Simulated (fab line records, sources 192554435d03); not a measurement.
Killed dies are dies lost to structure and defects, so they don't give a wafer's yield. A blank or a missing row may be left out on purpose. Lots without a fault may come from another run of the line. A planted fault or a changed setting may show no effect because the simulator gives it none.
Chamber matching | flow n5_finfet | N5_DUMMY_GATE_ETCH_32 on rie_si-03: 4 sister chambers
The step etches SiO2 in CF4, target depth 3.5 nm, time 3.9 s. 4 wafers are shown with their chamber, then 7 later ones without.

WAFERS WITH THEIR CHAMBER
wafer  | chamber | throttle_valve_pct (%)
L081.3 | 3       | 22.01
L090.4 | 1       | 21.94
L091.3 | 2       | 21.80
L091.4 | 0       | 21.29

WAFERS WITHOUT THEIR CHAMBER
wafer  | throttle_valve_pct (%)
L091.5 | 22.01
L095.2 | 21.27
L095.3 | 21.78
L095.6 | 22.02
L097.2 | 21.96
L097.3 | 21.29
L097.5 | 21.80

WHICH CHAMBER EACH WENT THROUGH
wafer  | from the rows above | in truth
L091.5 | 3                   | 3
L095.2 | 0                   | 0
L095.3 | 2                   | 2
L095.6 | 3                   | 3
L097.2 | 1                   | 1
L097.3 | 0                   | 0
L097.5 | 2                   | 2
Placed correctly: 7 of 7. Can't be placed from these rows: 0. Placed wrongly: 0.
How it was worked out, from the rows above alone: a wafer's distance from a chamber is the root of the sum, over the readings, of the square of ((its reading less the chamber's mean) divided by the reading's scatter). The wafer belongs to the nearest chamber; if the next one is less than 2 further off, it can't be placed. A chamber's mean is the mean of its shown wafers. The scatter: with one shown wafer a chamber, the root of the mean of the squares of how far each hidden wafer lies from its nearest shown one.
